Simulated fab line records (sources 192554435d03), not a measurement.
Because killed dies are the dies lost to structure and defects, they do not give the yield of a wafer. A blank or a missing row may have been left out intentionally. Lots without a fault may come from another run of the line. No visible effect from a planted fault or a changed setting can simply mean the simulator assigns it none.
Which tool is to blame?	flow n5 finfet	7 lots, 21 wafers sampled, at 5 steps of a route of 1938

## WHAT THE GAUGES READ, wafer by wafer
N5_MOL_CONTACT_COAG_CD_MEAS_99: the cd target is 17.2 nm.
lot	measured	on	cd nm (nm)
L908	day 5 07:01	cd sem-03	17.10 17.73 17.42
L910	day 5 17:19	cd sem-01	- - -
L919	day 8 00:19	cd sem-03	17.17 17.19 17.71
L921	day 8 10:51	cd sem-01	17.27 16.99 17.37
L923	day 8 23:41	cd sem-02	17.62 17.40 16.88
L925	day 9 12:23	cd sem-01	17.40 17.13 16.95
L928	day 10 08:58	cd sem-01	17.54 17.26 17.00

## EACH LOT AND THE TOOL THAT RAN IT (in order: tool; ch and the chambers of the sampled wafers; start)
lot	N5_GATE_CUT_CUT_ETCH_55	N5_MOL_CONTACT_COAG_CONTACT_ETCH_14	N5_MOL_CONTACT_COAG_ETCH_15	N5_MOL_CONTACT_COAG_ETCH_110
L908	rie metal-03 ch 0,1, day 5 03:14	rie diel-05 ch 0,2,3, day 5 06:49	rie diel-05 ch 0,2,3, day 5 06:50	rie diel-05 ch 0,2,3, day 5 06:54
L910	rie metal-02 ch 0,1, day 5 13:07	rie diel-06 ch 0,2, day 5 17:07	rie diel-06 ch 0,2, day 5 17:09	rie diel-06 ch 0,2, day 5 17:13
L919	rie metal-01 ch 0,1, day 7 20:25	rie diel-05 ch 2,3, day 8 00:05	rie diel-05 ch 2,3, day 8 00:08	rie diel-05 ch 2,3, day 8 00:11
L921	rie metal-01 ch 0,1, day 8 06:44	rie diel-03 ch 0,1,3, day 8 10:38	rie diel-03 ch 0,1,3, day 8 10:40	rie diel-03 ch 0,1,3, day 8 10:44
L923	rie metal-02 ch 0,1, day 8 19:30	rie diel-05 ch 0,1,3, day 8 23:28	rie diel-05 ch 0,1,3, day 8 23:30	rie diel-05 ch 0,1,3, day 8 23:34
L925	rie metal-02 ch 0,1, day 9 08:28	rie diel-06 ch 0,1,3, day 9 12:10	rie diel-06 ch 0,1,3, day 9 12:13	rie diel-06 ch 0,1,3, day 9 12:16
L928	rie metal-01 ch 0,1, day 10 02:42	rie diel-03 ch 0,3, day 10 08:46	rie diel-03 ch 0,3, day 10 08:47	rie diel-03 ch 0,3, day 10 08:51
- N5_GATE_CUT_CUT_ETCH_55: etches HfO2 in BCl3, target depth 3.2 nm.
- N5_MOL_CONTACT_COAG_CONTACT_ETCH_14: etches SiO2 in C4F6/O2, target depth 27.5 nm, overetch 8.5 nm, time 20 s.
- N5_MOL_CONTACT_COAG_ETCH_15: etches SiNx in CH3F/O2, stops on Si:P, target depth 7 nm.
- N5_MOL_CONTACT_COAG_ETCH_110: etches Si in CF4/O2, target depth 2.5 nm, time 8 s.

## THE ANSWER, worked out from the rows above alone
Rule: the usual values come from the lots themselves. The widest of any qualifying gaps counts: lots, ordered by their means at a reading, are off when they make up no more than a third of the lots, leave a main group of 4 or more, and stand apart from it by 3 or more times the standard deviation of that group's means. The tables above print the reading to a certain number of digits; a main group whose means all agree to those digits is not used. A lot without any number at a reading at which 4 lots or more have one is off too. The other lots that the step has rows for count as sound.
Off, at N5_MOL_CONTACT_COAG_CD_MEAS_99 on cd nm: L910. Without a number there: L910. For the main group the mean is 17.29 nm and the standard deviation 0.086.
A tool fits if, at a process step before that reading, it ran every lot that is off, and no sound lot after the first of them. Gauges at N5_MOL_CONTACT_COAG_CD_MEAS_99: tried the same way as those tools. None of those tried fits.

## WHAT THE SIMULATOR HAD PUT IN
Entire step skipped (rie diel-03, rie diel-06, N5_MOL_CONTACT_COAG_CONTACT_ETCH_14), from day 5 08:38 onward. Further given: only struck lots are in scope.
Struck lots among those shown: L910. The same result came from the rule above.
